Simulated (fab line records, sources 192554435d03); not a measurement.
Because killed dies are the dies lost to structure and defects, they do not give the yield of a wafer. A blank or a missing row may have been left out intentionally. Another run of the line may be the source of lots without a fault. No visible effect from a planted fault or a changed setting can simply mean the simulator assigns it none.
Matching of chambers + flow n5_finfet + 3 sister chambers for N5_BEOL_M12_DEP_53 on pecvd-04
The step deposits SiCN from 3MS/NH3, target thk 30 nm, time 10.5 s. 3 wafers are shown with their chamber, then 9 later ones without.

== WAFERS, EACH WITH ITS CHAMBER ==
| wafer  | chamber | throttle_valve_pct (%) |
|--------|---------|------------------------|
| L091.4 | 1       | 19.3                   |
| L095.2 | 2       | 17.9                   |
| L095.4 | 0       | 17.9                   |

== WAFERS MISSING THEIR CHAMBER ==
| wafer  | throttle_valve_pct (%) |
|--------|------------------------|
| L095.3 | 18.2                   |
| L095.5 | 18.0                   |
| L095.6 | 18.0                   |
| L096.4 | 17.9                   |
| L096.5 | 17.9                   |
| L096.6 | 18.3                   |
| L097.2 | 17.9                   |
| L097.4 | 17.6                   |
| L097.5 | 18.1                   |

== WHICH CHAMBER EACH ONE RAN IN ==
| wafer  | from the rows above     | in truth |
|--------|-------------------------|----------|
| L095.3 | can't be placed: 0 or 2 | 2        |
| L095.5 | can't be placed: 0 or 2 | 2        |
| L095.6 | can't be placed: 0 or 2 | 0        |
| L096.4 | can't be placed: 0 or 2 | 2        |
| L096.5 | can't be placed: 0 or 2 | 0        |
| L096.6 | can't be placed: 0 or 2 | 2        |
| L097.2 | can't be placed: 0 or 2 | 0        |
| L097.4 | can't be placed: 0 or 2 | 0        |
| L097.5 | can't be placed: 0 or 2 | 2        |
Correctly placed: 0 of 9. Not placeable from these rows: 9 (in 9, the candidates include the true chamber). 0 placed wrongly.
How it was worked out, from the rows above alone: a wafer's distance from a chamber is the root of the sum, over the readings, of the square of ((its reading less the chamber's mean) divided by the reading's scatter). The wafer belongs to the nearest chamber; if the next one is less than 2 further off, it can't be placed. For every chamber, the mean is computed from those of its wafers that are shown. The scatter: root of mean squared gap, hidden wafer to nearest shown wafer, with one shown wafer a chamber.
